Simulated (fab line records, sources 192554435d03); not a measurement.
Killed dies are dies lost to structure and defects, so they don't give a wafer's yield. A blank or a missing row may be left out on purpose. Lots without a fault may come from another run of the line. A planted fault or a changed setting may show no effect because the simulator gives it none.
Which tool did it? | flow n5_finfet | 24 lots, 72 wafers sampled, at 5 steps of a route of 1938

WHAT THE GAUGES READ, wafer by wafer
N5_BEOL_M3_THK_MEAS_53: measures by xrf.
lot  | measured     | on            | M3_THK (nm)
L074 | day 8 09:31  | film_metro-01 | 40.2 41.8 42.5
L075 | day 8 14:00  | film_metro-02 | 40.7 35.7 41.8
L076 | day 9 02:22  | film_metro-02 | 40.0 39.4 41.3
L077 | day 9 05:00  | film_metro-02 | 39.1 40.9 41.0
L078 | day 9 05:37  | film_metro-02 | 39.5 42.7 42.4
L079 | day 9 06:56  | film_metro-01 | 39.8 40.1 39.0
L080 | day 10 01:40 | film_metro-01 | 37.9 37.5 41.8
L081 | day 10 04:43 | film_metro-02 | 41.1 40.5 41.8
L082 | day 10 09:38 | film_metro-02 | 40.3 43.0 39.3
L085 | day 10 12:26 | film_metro-01 | 38.8 39.7 40.8
L083 | day 10 15:26 | film_metro-02 | 40.6 40.3 41.8
L084 | day 10 23:17 | film_metro-01 | 39.7 39.8 39.8
L087 | day 11 06:23 | film_metro-01 | 37.9 40.0 40.2
L086 | day 11 08:11 | film_metro-02 | 39.7 41.5 39.0
L089 | day 11 13:26 | film_metro-01 | 42.0 39.3 41.3
L088 | day 11 21:32 | film_metro-01 | 40.9 40.2 42.4
L090 | day 12 02:14 | film_metro-01 | 40.9 40.9 40.7
L091 | day 12 05:47 | film_metro-01 | 40.1 42.6 41.9
L092 | day 13 06:10 | film_metro-02 | 40.3 40.1 43.6
L094 | day 13 06:28 | film_metro-02 | 40.5 43.1 40.0
L093 | day 13 07:56 | film_metro-01 | 41.3 39.5 42.0
L095 | day 13 20:19 | film_metro-01 | 37.2 40.7 39.5
L096 | day 13 22:37 | film_metro-02 | 39.5 39.1 39.8
L097 | day 14 07:25 | film_metro-02 | 40.0 39.7 40.6

WHICH TOOL RAN EACH LOT (tool, then ch and the chambers of the sampled wafers, then the start)
lot  | N5_BEOL_M3_ETCH_41                            | N5_BEOL_M3_DEGAS_44          | N5_BEOL_M3_SPUTTER_79        | N5_BEOL_M3_ANNEAL_51
L074 | rie_diel-02 ch 0,1,2, day 8 05:50 or earlier  | pvd_sputter-01, day 8 05:50  | pvd_sputter-03, day 8 07:11  | rtp_anneal-01 ch 0, day 8 08:55
L075 | rie_diel-04 ch 0,1,3, day 8 10:14 or earlier  | pvd_sputter-03, day 8 10:14  | pvd_sputter-01, day 8 11:29  | rtp_anneal-02 ch 0, day 8 13:13
L076 | rie_diel-04 ch 0,1,2, day 8 22:52 or earlier  | pvd_sputter-01, day 8 22:52  | pvd_sputter-01, day 9 00:02  | rtp_anneal-02 ch 0, day 9 01:49
L077 | rie_diel-06 ch 1,2, day 9 01:50 or earlier    | pvd_sputter-01, day 9 01:50  | pvd_sputter-03, day 9 02:40  | rtp_anneal-01 ch 0, day 9 04:27
L078 | rie_diel-04 ch 0,1,3, day 9 01:55 or earlier  | pvd_sputter-01, day 9 01:55  | pvd_sputter-02, day 9 03:05  | rtp_anneal-01 ch 0, day 9 05:02
L079 | rie_diel-02 ch 0,1,3, day 9 02:08 or earlier  | pvd_sputter-02, day 9 02:08  | pvd_sputter-03, day 9 04:35  | rtp_anneal-02 ch 0, day 9 06:19
L080 | rie_diel-06 ch 0,1,2, day 9 21:52 or earlier  | pvd_sputter-01, day 9 21:52  | pvd_sputter-03, day 9 23:14  | rtp_anneal-01 ch 0, day 10 01:05
L081 | rie_diel-02 ch 0,1,2, day 10 01:22 or earlier | pvd_sputter-03, day 10 01:22 | pvd_sputter-01, day 10 02:23 | rtp_anneal-02 ch 0, day 10 04:10
L082 | rie_diel-04 ch 0,3, day 10 06:21 or earlier   | pvd_sputter-02, day 10 06:21 | pvd_sputter-03, day 10 07:18 | rtp_anneal-02 ch 0, day 10 09:02
L085 | rie_diel-06 ch 0,1, day 10 09:12 or earlier   | pvd_sputter-02, day 10 09:12 | pvd_sputter-02, day 10 10:06 | rtp_anneal-02 ch 0, day 10 11:53
L083 | rie_diel-02 ch 2,3, day 10 12:13 or earlier   | pvd_sputter-03, day 10 12:13 | pvd_sputter-02, day 10 13:06 | rtp_anneal-01 ch 0, day 10 14:50
L084 | rie_diel-06 ch 0,1,3, day 10 20:01 or earlier | pvd_sputter-03, day 10 20:01 | pvd_sputter-01, day 10 20:57 | rtp_anneal-01 ch 0, day 10 22:44
L087 | rie_diel-02 ch 0,1,3, day 11 03:11 or earlier | pvd_sputter-01, day 11 03:11 | pvd_sputter-02, day 11 04:04 | rtp_anneal-01 ch 0, day 11 05:53
L086 | rie_diel-04 ch 2,3, day 11 04:38 or earlier   | pvd_sputter-03, day 11 04:38 | pvd_sputter-03, day 11 05:52 | rtp_anneal-01 ch 0, day 11 07:39
L089 | rie_diel-06 ch 0,1,2, day 11 08:11 or earlier | pvd_sputter-03, day 11 08:11 | pvd_sputter-03, day 11 11:06 | rtp_anneal-01 ch 0, day 11 12:50
L088 | rie_diel-02 ch 0,1,3, day 11 18:19 or earlier | pvd_sputter-03, day 11 18:19 | pvd_sputter-01, day 11 19:12 | rtp_anneal-02 ch 0, day 11 20:56
L090 | rie_diel-06 ch 0,1, day 11 22:48 or earlier   | pvd_sputter-01, day 11 22:48 | pvd_sputter-01, day 11 23:50 | rtp_anneal-02 ch 0, day 12 01:38
L091 | rie_diel-06 ch 0,1,3, day 12 02:37 or earlier | pvd_sputter-03, day 12 02:37 | pvd_sputter-01, day 12 03:28 | rtp_anneal-01 ch 0, day 12 05:12
L092 | rie_diel-06 ch 1,3, day 13 03:01 or earlier   | pvd_sputter-01, day 13 03:01 | pvd_sputter-02, day 13 03:50 | rtp_anneal-01 ch 0, day 13 05:37
L094 | rie_diel-02 ch 0,1,3, day 13 03:04 or earlier | pvd_sputter-03, day 13 03:04 | pvd_sputter-01, day 13 04:02 | rtp_anneal-01 ch 0, day 13 05:56
L093 | rie_diel-04 ch 1,3, day 13 03:12 or earlier   | pvd_sputter-01, day 13 03:12 | pvd_sputter-03, day 13 05:36 | rtp_anneal-02 ch 0, day 13 07:23
L095 | rie_diel-02 ch 0,2,3, day 13 17:02 or earlier | pvd_sputter-03, day 13 17:02 | pvd_sputter-03, day 13 17:59 | rtp_anneal-01 ch 0, day 13 19:44
L096 | rie_diel-06 ch 0,2,3, day 13 19:19 or earlier | pvd_sputter-01, day 13 19:19 | pvd_sputter-01, day 13 20:16 | rtp_anneal-01 ch 0, day 13 22:01
L097 | rie_diel-02 ch 0,1,2, day 14 04:13 or earlier | pvd_sputter-02, day 14 04:13 | pvd_sputter-01, day 14 05:04 | rtp_anneal-02 ch 0, day 14 06:50
- N5_BEOL_M3_ETCH_41: etches SiCN in CH3F/O2, target depth 29.9 nm, time 52.5 s.
- N5_BEOL_M3_DEGAS_44: time 60 s.
- N5_BEOL_M3_SPUTTER_79: material Cu, target thk 4.5 nm, time 8.29 s.
- N5_BEOL_M3_ANNEAL_51: time 90 s.

WHAT THE TOOLS THEMSELVES READ (means of the sampled wafers that have a number; where no wafer has one, the mark that the record gives instead)
N5_BEOL_M3_ETCH_41.
lot  | tool        | drypump_motor_current_A (A) | oes_product_au (a.u.) | rf_vpp_V (V) | showerhead_plenum_p_Torr (Torr) | throttle_valve_pct (%)
L074 | rie_diel-02 | 6.1                         | 0.81                  | 297.2        | 2.01                            | 16.07
L075 | rie_diel-04 | 5.6                         | 0.87                  | 296.9        | 1.97                            | 16.29
L076 | rie_diel-04 | 5.4                         | 0.83                  | 295.7        | 1.96                            | 16.29
L077 | rie_diel-06 | 5.8                         | 0.74                  | 297.1        | 1.96                            | 16.48
L078 | rie_diel-04 | 5.6                         | 0.85                  | 297.2        | 1.97                            | 16.29
L079 | rie_diel-02 | 6.2                         | 0.80                  | 298.8        | 2.01                            | 16.22
L080 | rie_diel-06 | 6.1                         | 0.79                  | 298.2        | 2.00                            | 16.38
L081 | rie_diel-02 | 6.1                         | 0.79                  | 297.4        | 2.01                            | 16.09
L082 | rie_diel-04 | 5.9                         | 0.86                  | 296.2        | 1.95                            | 16.29
L085 | rie_diel-06 | 6.2                         | 0.77                  | 298.7        | 2.05                            | 16.44
L083 | rie_diel-02 | 6.6                         | 0.79                  | 295.7        | 1.95                            | 16.36
L084 | rie_diel-06 | 5.8                         | 0.77                  | 298.4        | 2.03                            | 16.40
L087 | rie_diel-02 | 6.2                         | 0.80                  | 297.9        | 2.00                            | 16.25
L086 | rie_diel-04 | 5.3                         | 0.71                  | 295.2        | 1.90                            | 16.44
L089 | rie_diel-06 | 6.0                         | 0.78                  | 297.3        | 1.99                            | 16.40
L088 | rie_diel-02 | 6.2                         | 0.79                  | 297.2        | 2.00                            | 16.26
L090 | rie_diel-06 | 6.3                         | 0.82                  | 297.8        | 2.04                            | 16.29
L091 | rie_diel-06 | 5.8                         | 0.76                  | 298.6        | 2.03                            | 16.42
L092 | rie_diel-06 | 5.6                         | 0.69                  | 297.8        | 2.03                            | 16.60
L094 | rie_diel-02 | 6.2                         | 0.78                  | 298.1        | 2.00                            | 16.28
L093 | rie_diel-04 | 5.4                         | 0.79                  | 296.0        | 1.95                            | 16.42
L095 | rie_diel-02 | 6.2                         | 0.79                  | 297.0        | 1.96                            | 16.36
L096 | rie_diel-06 | 5.7                         | 0.76                  | 297.3        | 1.98                            | 16.36
L097 | rie_diel-02 | 6.1                         | 0.77                  | 298.1        | 2.00                            | 16.14

N5_BEOL_M3_DEGAS_44.
lot  | tool           | heater_power_w (W) | susceptor_temp_C (C)
L074 | pvd_sputter-01 | 375                | 250.03
L075 | pvd_sputter-03 | 307                | 250.15
L076 | pvd_sputter-01 | 377                | 250.01
L077 | pvd_sputter-01 | 349                | 249.78
L078 | pvd_sputter-01 | 374                | 249.94
L079 | pvd_sputter-02 | 293                | 249.97
L080 | pvd_sputter-01 | 343                | 249.79
L081 | pvd_sputter-03 | 308                | 249.93
L082 | pvd_sputter-02 | 304                | 250.09
L085 | pvd_sputter-02 | 319                | 250.33
L083 | pvd_sputter-03 | 307                | 249.92
L084 | pvd_sputter-03 | 314                | 249.94
L087 | pvd_sputter-01 | 358                | 249.92
L086 | pvd_sputter-03 | 336                | 250.28
L089 | pvd_sputter-03 | 314                | 250.13
L088 | pvd_sputter-03 | 320                | 249.93
L090 | pvd_sputter-01 | 319                | 249.95
L091 | pvd_sputter-03 | 326                | 249.99
L092 | pvd_sputter-01 | 330                | 250.00
L094 | pvd_sputter-03 | 306                | 250.09
L093 | pvd_sputter-01 | 277                | 250.14
L095 | pvd_sputter-03 | 322                | 250.08
L096 | pvd_sputter-01 | 306                | 249.94
L097 | pvd_sputter-02 | 313                | 250.15

N5_BEOL_M3_SPUTTER_79.
lot  | tool           | susceptor_temp_C (C) | throttle_valve_pct (%)
L074 | pvd_sputter-03 | -19.96               | 29.1
L075 | pvd_sputter-01 | -20.01               | 32.0
L076 | pvd_sputter-01 | -20.00               | 30.1
L077 | pvd_sputter-03 | -20.04               | 28.7
L078 | pvd_sputter-02 | -19.88               | 29.4
L079 | pvd_sputter-03 | -20.02               | 29.6
L080 | pvd_sputter-03 | -20.07               | 29.7
L081 | pvd_sputter-01 | -19.87               | 30.2
L082 | pvd_sputter-03 | -19.99               | 29.5
L085 | pvd_sputter-02 | -20.12               | 30.4
L083 | pvd_sputter-02 | -19.95               | 29.7
L084 | pvd_sputter-01 | -19.87               | 31.6
L087 | pvd_sputter-02 | -19.98               | 29.8
L086 | pvd_sputter-03 | -19.95               | 29.8
L089 | pvd_sputter-03 | -19.89               | 28.8
L088 | pvd_sputter-01 | -20.02               | 32.6
L090 | pvd_sputter-01 | -19.89               | 31.5
L091 | pvd_sputter-01 | -20.08               | 30.5
L092 | pvd_sputter-02 | -19.92               | 30.2
L094 | pvd_sputter-01 | -19.96               | 32.5
L093 | pvd_sputter-03 | -20.01               | 29.6
L095 | pvd_sputter-03 | -19.99               | 29.5
L096 | pvd_sputter-01 | -19.97               | 30.4
L097 | pvd_sputter-01 | -19.98               | 31.9

N5_BEOL_M3_ANNEAL_51.
lot  | tool          | anneal_temp_c_max | wafer_temp_C_max
L074 | rtp_anneal-01 | 226.5             | 225.85
L075 | rtp_anneal-02 | 225.8             | 226.01
L076 | rtp_anneal-02 | 226.0             | 225.83
L077 | rtp_anneal-01 | 226.4             | 225.50
L078 | rtp_anneal-01 | 226.4             | 225.49
L079 | rtp_anneal-02 | 226.0             | 226.13
L080 | rtp_anneal-01 | 226.0             | 225.91
L081 | rtp_anneal-02 | 225.7             | 225.91
L082 | rtp_anneal-02 | 225.9             | 226.07
L085 | rtp_anneal-02 | 225.6             | 225.99
L083 | rtp_anneal-01 | 226.3             | 225.58
L084 | rtp_anneal-01 | 226.4             | 225.54
L087 | rtp_anneal-01 | 226.3             | 225.48
L086 | rtp_anneal-01 | 226.2             | 225.86
L089 | rtp_anneal-01 | 226.4             | 225.86
L088 | rtp_anneal-02 | 225.9             | 226.13
L090 | rtp_anneal-02 | 225.7             | 226.11
L091 | rtp_anneal-01 | 226.4             | 225.87
L092 | rtp_anneal-01 | 226.3             | 225.49
L094 | rtp_anneal-01 | 226.3             | 225.68
L093 | rtp_anneal-02 | 225.7             | 226.14
L095 | rtp_anneal-01 | 226.4             | 225.88
L096 | rtp_anneal-01 | 226.3             | 225.46
L097 | rtp_anneal-02 | 225.9             | 226.18

THE ANSWER, worked out from the rows above alone
Rule: what is usual is taken from the lots themselves. Put in order of their means at a reading, lots are off if they are a third of the lots or fewer, leave a main group of 4 or more, and stand apart from it by a gap of 3 or more times the standard deviation of the main group's means; of several such gaps the widest counts. A main group whose means are all the same, to the digits that the tables above print for the reading, isn't used. A lot without any number at a reading at which 4 lots or more have one is off too. The other lots that the step has rows for count as sound. The gauges are gone through in route order, then the tools' own readings, and for those a lot's mean is taken as printed above. The first step at which some lot is off is used, and at that step the reading that is off furthest; a lot without a number counts as furthest.
No lot is off at any reading shown: from this, nothing can be told.

WHAT THE SIMULATOR HAD PUT IN
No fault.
